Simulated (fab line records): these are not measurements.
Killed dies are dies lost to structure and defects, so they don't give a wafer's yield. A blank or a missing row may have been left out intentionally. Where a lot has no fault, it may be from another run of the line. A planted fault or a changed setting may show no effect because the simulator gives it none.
The tool behind it: which one? | flow nand harc | 72 wafers sampled from 24 lots at 1 step of a route of 1302

WHAT THE GAUGES READ, wafer by wafer
NHARC_A_CONTACT_CD_MEAS_69 targets a cd of 300 nm.
lot  | measured     | on        | cd nm (nm)
L074 | day 22 08:08 | cd sem-03 | 299.8 300.1 299.6
L075 | day 22 10:35 | cd sem-03 | 299.9 299.9 299.7
L076 | day 22 16:35 | cd sem-03 | 300.0 300.4 300.8
L077 | day 22 18:10 | cd sem-03 | 299.3 299.1 299.8
L078 | day 23 11:14 | cd sem-03 | 299.6 299.6 300.0
L079 | day 23 11:38 | cd sem-01 | 300.5 300.7 300.7
L080 | day 24 08:07 | cd sem-01 | 300.0 300.4 300.1
L081 | day 24 11:22 | cd sem-03 | 299.8 299.3 300.1
L082 | day 25 18:48 | cd sem-03 | 300.3 299.4 299.2
L084 | day 25 22:03 | cd sem-02 | 299.6 299.6 299.3
L083 | day 26 01:17 | cd sem-02 | 299.4 299.7 300.4
L085 | day 26 07:44 | cd sem-01 | 300.1 300.0 300.4
L086 | day 27 06:14 | cd sem-03 | 300.4 300.4 300.5
L089 | day 27 13:32 | cd sem-03 | 300.1 299.5 299.8
L087 | day 27 13:50 | cd sem-03 | 300.0 299.7 300.0
L088 | day 28 03:58 | cd sem-01 | 299.5 300.1 299.2
L090 | day 28 06:26 | cd sem-01 | 299.1 299.2 299.7
L091 | day 29 08:30 | cd sem-01 | 300.1 299.7 299.9
L093 | day 29 09:31 | cd sem-02 | 299.7 300.7 299.7
L092 | day 29 11:46 | cd sem-02 | 300.4 299.9 300.4
L094 | day 29 23:48 | cd sem-02 | 300.2 299.8 300.0
L095 | day 30 18:38 | cd sem-03 | 299.6 299.1 299.0
L096 | day 31 06:28 | cd sem-01 | 299.6 300.2 300.4
L097 | day 31 13:56 | cd sem-02 | 299.0 300.0 299.1

WHICH TOOL RAN EACH LOT (tool, then ch and the chambers of the sampled wafers, then the start)
The record shows no process step preceding these readings.

WHAT THE TOOLS THEMSELVES READ (means of the sampled wafers that have a number; where no wafer has one, the mark that the record gives instead)
The record holds no such reading with a usual standard deviation.

THE ANSWER, worked out from the rows above alone
Rule: what is usual is taken from the lots themselves. Put in order of their means at a reading, lots are off if they are a third of the lots or fewer, leave a main group of 4 or more, and stand apart from it by a gap of 3 or more times the standard deviation of the main group's means; of several such gaps the widest counts. A main group is skipped when, at the precision printed for the reading in the tables above, its means are all equal. A lot without any number at a reading at which 4 lots or more have one is off too. The other lots that the step has rows for count as sound. First the gauges in route order, then the tools' own readings, where a lot's mean is used as printed above. The first step at which some lot is off is used, and at that step the reading that is off furthest; a lot without a number counts as furthest.
None of the lots is off at any reading shown; this tells nothing.

WHAT THE SIMULATOR PUT IN
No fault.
